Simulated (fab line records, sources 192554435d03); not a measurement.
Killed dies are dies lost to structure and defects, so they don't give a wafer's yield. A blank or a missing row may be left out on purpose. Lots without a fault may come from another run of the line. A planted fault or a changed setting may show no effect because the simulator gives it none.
fab line records | flow n5_finfet
record lots=11 wafers=30 last_day=19
route steps=1938 shown MIM_BOT@1833 MIM_TOP_LITHO@1850 MIM_BOT_LITHO@1862 PASSIVATION@1901
lots that met no fault: from a run of the same line without faults
start_h: hours from the record's first day to the start of the lot's first wafer shown | wait_h: hours since the lot's step before | " the same as in the row above | L1.1+2: a row that stands for several wafers | - no value, or no start given | * or withheld: withheld | < > ~ a bound
route shown NAME@n: a module of which the file shows steps, and the number in the route of the first | usual: mean/standard deviation of fault-free wafers | same: alike in all rows | chamber/n: place in a boat | sites: the reading at each site | _std_site: their standard deviation | _edge_site: outer sites' mean less inner sites' | radius_mm: how far each site lies from the wafer's centre | mask NAME#n: copy n | behind: the tool/chamber that last shaped the wafer | hold: why the lot was held/for how many hours/how that ended | device: the transistor (n, p or np) that didn't switch | end of line: the same wafers' tests at the end of the route | a step without rows: its recipe alone | killed: dies lost to structure and defects at the first sort, not the wafer's yield | map: a wafer's dies, x killed, . not, _ none there
set.NAME: the setting as run; set.NAME@STEP: as run at that earlier step | model.NAME: the simulator's own value behind a step, which no gauge read
steps of the route over a sample of lots; a table a step, a row a wafer
services: from which hour (start_h, from the record's first day; less than 0 if before it) a tool's chamber was out of use, for how many hours, and why
## steps
# step N5_MIM_BOT_SPUTTER_00
# recipe material=TiN target_thk_a=350 temp_c=200 power_w=3000 chamber_pressure_pa=0.49996 gas=Ar reactive_partial_pa=0.37997 time_s=89.7
# usual chamber_pressure_pa=0.5000/0.00099 throttle_valve_pct=30.1/0.98
# columns lot.wafer tool chamber start_h wait_h chamber_pressure_pa throttle_valve_pct
L210.1 pvd_sputter-01 - 284.01 0.0 0.5006 29.9
L210.2 " - " " 0.4995 30.3
L210.6 " - " " 0.5000 30.6
L209.3 pvd_sputter-02 - 284.69 0.0 0.5018 30.4
L209.4 " - " " 0.5007 29.6
L209.6 " - " " 0.4993 29.8
L212.1 pvd_sputter-03 - 289.19 0.0 0.4997 30.1
L212.4 " - " " 0.4993 30.4
L211.3 pvd_sputter-01 - 289.67 0.0 0.5000 27.9
L211.4 " - " " 0.4999 30.3
L211.5 " - " " 0.4993 30.5
L214.1 pvd_sputter-02 - 306.42 0.0 0.5010 31.3
L214.6 " - " " 0.5005 30.0
L213.1 pvd_sputter-02 - 314.03 0.0 0.4984 31.1
L213.6 " - " " 0.5015 31.2
L217.2 pvd_sputter-03 - 328.04 0.0 0.5003 30.3
L217.3 " - " " 0.5005 30.2
L217.4 " - " " 0.5006 31.1
L220.1 pvd_sputter-02 - 334.19 0.0 0.5010 31.0
L220.3 " - " " 0.5005 29.9
L220.5 " - " " 0.5002 30.4
L226.1 pvd_sputter-01 - 401.39 0.0 0.5008 30.4
L226.3 " - " " 0.4994 31.3
L226.4 " - " " 0.5007 29.9
L228.1 pvd_sputter-03 - 416.34 0.0 0.4987 30.3
L228.3 " - " " 0.4989 30.5
L228.5 " - " " 0.5011 30.0
L230.3 pvd_sputter-02 - 431.04 0.0 0.5001 28.2
L230.5 " - " " 0.5013 28.2
L230.6 " - " " 0.4993 31.1
# step N5_MIM_TOP_LITHO_DESCUM_10
# recipe chemistry=O2 time_s=7.9 source_power_w=50 bias_power_w=20 pressure_mtorr=20 rf_frequency_hz=2.712e+07 temp_c=40 o2_flow_sccm=225
# usual drypump_motor_current_A=5.6/0.42 oes_product_au=0.75/0.058 rf_vpp_V=242.9/1.4 showerhead_plenum_p_Torr=2.07/0.073 throttle_valve_pct=20.49/0.2
# columns lot.wafer tool chamber start_h wait_h drypump_motor_current_A oes_product_au rf_hours_counter_h rf_vpp_V showerhead_plenum_p_Torr throttle_valve_pct
L210.1 rie_diel-01 2 285.98 0.0 5.6 0.76 127 244.2 2.11 20.36
L210.2 " 3 " " 5.4 0.72 169 240.8 2.01 20.71
L210.6 " 1 " " 5.7 0.76 - 242.1 2.02 20.24
L209.3 rie_diel-04 2 286.97 0.4 4.7 0.84 59 244.7 2.11 20.46
L209.4 " 1 " " 5.8 0.77 155 244.8 2.12 20.59
L209.6 " 1 " " 5.8 0.77 - 242.6 2.12 20.59
L212.1 rie_diel-02 3 290.47 0.0 4.9 0.80 87 243.5 2.15 20.72
L212.4 " 2 " " 5.8 0.75 140 245.4 2.15 20.20
L211.3 rie_diel-04 2 290.75 0.0 4.8 0.83 61 244.1 2.11 20.46
L211.4 " 3 " " 5.6 0.68 240 243.9 2.15 20.45
L211.5 " 0 " " 5.6 0.90 - 245.9 2.24 20.27
L214.1 rie_diel-02 2 307.73 0.0 5.8 0.74 146 245.1 2.15 20.21
L214.6 " 0 " " 6.1 0.75 - 241.5 1.98 20.35
L213.1 rie_diel-01 2 315.14 0.0 5.6 0.75 137 243.6 2.10 20.38
L213.6 " 3 " " 5.4 0.71 - 241.5 2.00 20.73
L217.2 rie_diel-01 2 331.04 0.0 5.6 0.76 141 243.5 2.10 20.37
L217.3 " 3 " " 5.4 0.71 182 241.8 2.00 20.72
L217.4 " 1 " " 5.7 0.75 148 240.7 2.01 20.25
L220.1 rie_diel-04 0 338.23 0.4 5.6 0.87 50 244.2 2.23 20.29
L220.3 " 3 " " 5.6 0.96 2 243.1 2.15 20.23
L220.5 " 1 " " 5.8 0.76 - 242.6 2.12 20.61
L228.1 rie_diel-01 0 419.44 0.5 6.2 0.69 211 242.0 2.00 20.78
L228.3 " 2 " " 5.6 0.73 173 243.1 2.09 20.44
L228.5 " 2 " " 5.6 0.72 - 243.6 2.09 20.41
L230.3 rie_diel-01 1 433.06 0.2 5.7 0.72 186 241.8 2.00 20.30
L230.5 " 1 " " 5.8 0.72 - 241.9 2.00 20.30
L230.6 " 0 " " 6.2 0.69 - 239.7 2.00 20.79
L226.1 rie_diel-01 1 453.02 0.0 5.8 0.70 193 241.6 2.00 20.33
L226.3 " 2 " " 5.6 0.71 184 243.8 2.09 20.44
L226.4 " 3 " " 5.4 0.67 226 241.3 1.99 20.79
# step N5_MIM_BOT_LITHO_CD_MEAS_08
# recipe target_cd_nm=3000 landing_energy_ev=500 detector=se_inlens polarity=opening
# usual cd_nm=2999.9/1.9
# columns lot.wafer tool chamber start_h wait_h cd_nm
L210.1 cd_sem-01 0 286.63 - 2999.0
L210.2 " 0 " " 2998.8
L210.6 " 0 " " 3000.6
L209.3 cd_sem-03 0 287.76 - 2998.3
L209.4 " 0 " " 3002.9
L209.6 " 0 " " 3001.7
L212.1 cd_sem-01 0 291.38 - 2997.1
L212.4 " 0 " " 2997.0
L211.3 cd_sem-01 0 291.55 - 3000.2
L211.4 " 0 " " 3000.8
L211.5 " 0 " " 3001.1
L214.1 cd_sem-01 0 308.54 - 2999.6
L214.6 " 0 " " 3002.3
L213.1 cd_sem-01 0 315.82 - 3002.6
L213.6 " 0 " " 3003.8
L217.2 cd_sem-01 0 331.81 - 2998.3
L217.3 " 0 " " 3000.4
L217.4 " 0 " " 2997.8
L220.1 cd_sem-03 0 339.02 - 2997.8
L220.3 " 0 " " 3001.3
L220.5 " 0 " " 2999.4
L228.1 cd_sem-02 0 420.10 - 3001.3
L228.3 " 0 " " 2999.3
L228.5 " 0 " " 3001.5
L230.3 cd_sem-03 0 433.77 - 2999.1
L230.5 " 0 " " 3003.2
L230.6 " 0 " " 3000.2
L226.1 cd_sem-02 0 453.87 - 3000.7
L226.3 " 0 " " 3002.7
L226.4 " 0 " " 3002.4
# step N5_PASSIVATION_EXPOSE_27
# recipe mask_id=PAD na=0.55 source_shape=conventional sigma_outer=0.8 polarization=unpolarized defocus_nm=0 dose_mj=32.3
# columns lot.wafer tool chamber start_h wait_h mask
L210.1+2+6 krf_scanner-02 0 290.24 - PAD#0
L209.3+4+6 krf_scanner-01 0 291.05 - PAD#0
L212.1+4 krf_scanner-01 0 294.43 - PAD#0
L211.3+4+5 krf_scanner-01 0 294.91 - PAD#0
L214.1+6 krf_scanner-02 0 312.19 - PAD#0
L213.1+6 krf_scanner-01 0 320.08 - PAD#0
L217.2+3+4 krf_scanner-01 0 339.19 - PAD#0
L220.1+3+5 krf_scanner-01 0 342.25 - PAD#0
L228.1+3+5 krf_scanner-01 0 423.40 - PAD#0
L230.3+5+6 krf_scanner-01 0 437.54 - PAD#0
L226.1+3+4 krf_scanner-01 0 458.78 - PAD#0
# step N5_PASSIVATION_CD_MEAS_30
# recipe target_cd_nm=4000 landing_energy_ev=500 detector=se_inlens polarity=opening
# usual cd_nm=3998.2/2
# columns lot.wafer tool chamber start_h wait_h cd_nm
L210.1 cd_sem-01 0 290.42 - 3999.2
L210.2 " 0 " " 3999.0
L210.6 " 0 " " 4001.2
L209.3 cd_sem-01 0 291.22 - 3993.9
L209.4 " 0 " " 3998.9
L209.6 " 0 " " 4000.7
L212.1 cd_sem-03 0 294.60 - 4000.0
L212.4 " 0 " " 3999.5
L211.3 cd_sem-01 0 295.07 - 3999.0
L211.4 " 0 " " 4001.0
L211.5 " 0 " " 4000.3
L214.1 cd_sem-03 0 312.37 - 3996.1
L214.6 " 0 " " 3996.7
L213.1 cd_sem-03 0 320.26 - 3999.5
L213.6 " 0 " " 3995.0
L217.2 cd_sem-01 0 339.36 - 3997.6
L217.3 " 0 " " 4000.6
L217.4 " 0 " " 3998.6
L220.1 cd_sem-01 0 342.42 - 4005.8
L220.3 " 0 " " 4004.5
L220.5 " 0 " " 3995.5
L228.1 cd_sem-03 0 423.58 - 3998.1
L228.3 " 0 " " 3999.1
L228.5 " 0 " " 3998.2
L230.3 cd_sem-01 0 437.71 - 3999.6
L230.5 " 0 " " 3998.2
L230.6 " 0 " " 3998.1
L226.1 cd_sem-02 0 458.95 - 3996.6
L226.3 " 0 " " 3994.5
L226.4 " 0 " " 3995.8
## services
# columns tool chamber start_h hours kind
krf_scanner-02 - 274.48 1.0 pm
krf_scanner-01 - 280.99 0.6 repair
krf_scanner-02 - 294.35 0.7 repair
rie_diel-04 1 304.65 10.7 repair
krf_scanner-01 - 305.94 0.8 pm
krf_scanner-02 - 307.42 4.4 pm
rie_diel-02 - 322.87 0.1 repair
rie_diel-04 - 344.56 3.4 repair
krf_scanner-02 - 353.20 1.3 pm
rie_diel-02 3 357.61 11.6 repair
rie_diel-04 0 361.76 5.4 repair
rie_diel-04 2 370.83 6.1 repair
krf_scanner-01 - 374.76 1.3 pm
krf_scanner-01 - 389.29 0.5 repair
pvd_sputter-02 - 395.62 10.8 repair
rie_diel-02 2 402.16 18.0 repair
krf_scanner-01 - 407.95 1.0 pm
krf_scanner-02 - 409.58 21.0 pm
pvd_sputter-02 - 412.18 8.4 repair
pvd_sputter-03 - 416.51 1.7 repair
krf_scanner-02 - 430.58 0.8 pm
krf_scanner-01 - 431.63 0.3 repair
krf_scanner-02 - 443.48 1.0 pm
krf_scanner-02 - 454.21 8.9 repair
## key
first_sign step=N5_PASSIVATION_CD_MEAS_30 reading=cd_nm direction=up sigmas=3.5 usual=3998.2 struck=4005.1
effect none on later readings
met_at N5_PASSIVATION_EXPOSE_27
struck_lots L220
struck_wafers L220.1,L220.3
baseline_loss step=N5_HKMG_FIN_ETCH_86 wafers=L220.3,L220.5
not_acting_at N5_MIM_BOT_SPUTTER_00,N5_MIM_TOP_LITHO_DESCUM_10,N5_MIM_BOT_LITHO_CD_MEAS_08
onset_between 339.19 342.25
fault kind=process_parameter_drift tool=krf_scanner-01 chamber=- onset_h=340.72 steps=N5_PASSIVATION_EXPOSE_27 channel=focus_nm offset=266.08 shape=step end_h=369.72 scope=struck_wafers_only
# baseline_loss: these wafers lose ten dies or more at that step, a loss of the line's own and not of a fault; the sort's usual values leave them out
